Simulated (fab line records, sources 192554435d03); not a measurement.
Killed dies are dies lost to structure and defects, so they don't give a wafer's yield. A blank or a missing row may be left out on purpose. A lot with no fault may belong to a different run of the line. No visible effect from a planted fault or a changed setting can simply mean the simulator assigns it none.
Struck lot and sound lot, side by side -- flow n5 finfet -- 16 out of 1938 route steps
Sound: these wafers, L714.1, L714.2, L714.4. Struck: wafer L721.2. At the end, the cause is stated.
Order at every step that has rows: each side's tool, ch and its chambers, its first start. Under that, the readings that differ: sound wafers -- struck wafers -- difference of the means -- sigmas: that difference in standard deviations of wafers without a fault.
alike: words and numbers the same on both sides, and readings whose means are apart by under 2 such deviations; not compared: readings that were withheld, readings missing a value for some wafer, numbers with overlapping values and no deviation given by the record, and bounds like >300 which may hide the same value.
Wherever a step has rows on one side only, a row that says differs or no value, or a row with sigmas, the two part there. When numbers do not overlap yet have no deviation, they are printed without sigmas and do not part them. Lack of a reading on every wafer of one side parts them only where that side has two or more wafers.

N5_FIN_SAQP_HM_DEP_03: deposits SiNx from SiH4/NH3/N2, target thk 38 nm, time 33.6 s.
  sound on pecvd-02 ch 0,2, day 2 02:51; struck on pecvd-04 ch 2, day 3 20:58
  alike: chamber pressure Torr, heater power w, rf fwd power W, showerhead plenum p Torr, throttle valve pct
N5_FIN_SAQP_THK_MEAS_05:
  struck on film metro-01, day 3 21:04; sound on film metro-02, day 2 02:56
  alike: thk nm
N5_FIN_SAQP_PECVD_47: deposits a-Si from SiH4/He, target thk 45 nm, time 36.3 s.
  sound on pecvd-02 ch 1,2, day 2 02:59; struck on pecvd-01 ch 2, day 3 21:07
reading,sound,struck,difference,sigmas
chamber pressure Torr (Torr),3.006 3.016 3.001,2.990,-0.018,-3
throttle valve pct (%),18.4 19.0 18.6,15.9,-2.8,-2
  alike: heater power w, rf fwd power W, showerhead plenum p Torr
N5_FIN_SAQP_PECVD_48: deposits SiNx from SiH4/NH3/N2, target thk 25 nm, time 22.1 s.
  sound on pecvd-02 ch 1,2, day 2 03:01; struck on pecvd-01 ch 2, day 3 21:09
  alike: chamber pressure Torr, heater power w, rf fwd power W, showerhead plenum p Torr, throttle valve pct
N5_FIN_SAQP_PECVD_06: deposits a-Si from SiH4/He, target thk 60 nm, time 48.1 s.
  sound on pecvd-02 ch 1,2, day 2 03:04; struck on pecvd-01 ch 2, day 3 21:11
  alike: chamber pressure Torr, heater power w, rf fwd power W, showerhead plenum p Torr, throttle valve pct
N5_FIN_SAQP_THK_MEAS_07:
  struck on film metro-01, day 3 21:17; sound on film metro-02, day 2 03:09
  alike: thk nm
N5_FIN_SAQP_HM_DEP_72: deposits SiO2 from SiH4/N2O, target thk 12 nm, time 7.2 s.
  sound on pecvd-01 ch 0,1,2, day 2 03:11; struck on pecvd-02 ch 1, day 3 21:19
reading,sound,struck,difference,sigmas
rf fwd power W (W),272.5 270.5 272.8,275.3,+3.4,+2
  alike: chamber pressure Torr, heater power w, showerhead plenum p Torr
then, 5 steps without rows for these wafers: N5_FIN_SAQP_COAT_49 (time 60 s, resist thk 100 nm); N5_FIN_SAQP_COAT_50 (time 60 s, resist thk 35 nm); N5_FIN_SAQP_COAT_10 (resist thk 90 nm); N5_FIN_SAQP_EBR_12; N5_FIN_SAQP_SOFTBAKE_11 (time 60 s).
N5_FIN_SAQP_EXPOSE_13: exposes mask FIN CORE, target cd 35.6 nm.
  sound on arfi scanner-01 ch 0, day 2 03:23; struck on arfi scanner-01 ch 0, day 3 21:38
reading,sound,struck,difference,sigmas
exposure dose mJ cm2,63.30 63.19 63.28,64.38,+1.12,+4
  alike: mask, reticle temp C
then, 1 step without rows for these wafers: N5_FIN_SAQP_PEB_14 (peb time 60 s).
-- record jumps: 6 days separate the struck wafers' starts on either side; left off in module FIN_SAQP, taken up again in module BEOL_M4, whose first shown step is the route's number 1111 --
N5_BEOL_M4_RC_MEAS_101:
  sound on prober-02 ch 0, day 7 15:40; struck on prober-01 ch 0, day 9 17:47
  alike: DIBL_N, DIBL_P, IOFF_N, IOFF_P, ION_N, ION_P, SS_N, SS_P, VT_N, VT_P
-- the record jumps here: 4 days lie between the struck wafers' starts before and after (it left off in module BEOL_M4 and takes up again in module PASSIVATION, whose first step shown is number 1936 of the route) --
N5_PASSIVATION_PROBE_49:
  struck on prober-02, day 13 16:27; sound on prober-02, day 12 00:28
  alike: defect limited yield, killed_at_M0_to_M3, killed_at_M4_up, killed at contacts, killed at front end, killed at other, killed dies, killed open, killed short, sort_bin_5_function, sort_bin_6_memory, sort n pass, sort yield pct

## WHERE THEY PART
At N5_FIN_SAQP_PECVD_47 first; at N5_FIN_SAQP_EXPOSE_13 last (within this record only). Later steps at which nothing parts them and some readings are alike: N5_BEOL_M4_RC_MEAS_101, N5_PASSIVATION_PROBE_49.

WHY: whatever the simulator had introduced
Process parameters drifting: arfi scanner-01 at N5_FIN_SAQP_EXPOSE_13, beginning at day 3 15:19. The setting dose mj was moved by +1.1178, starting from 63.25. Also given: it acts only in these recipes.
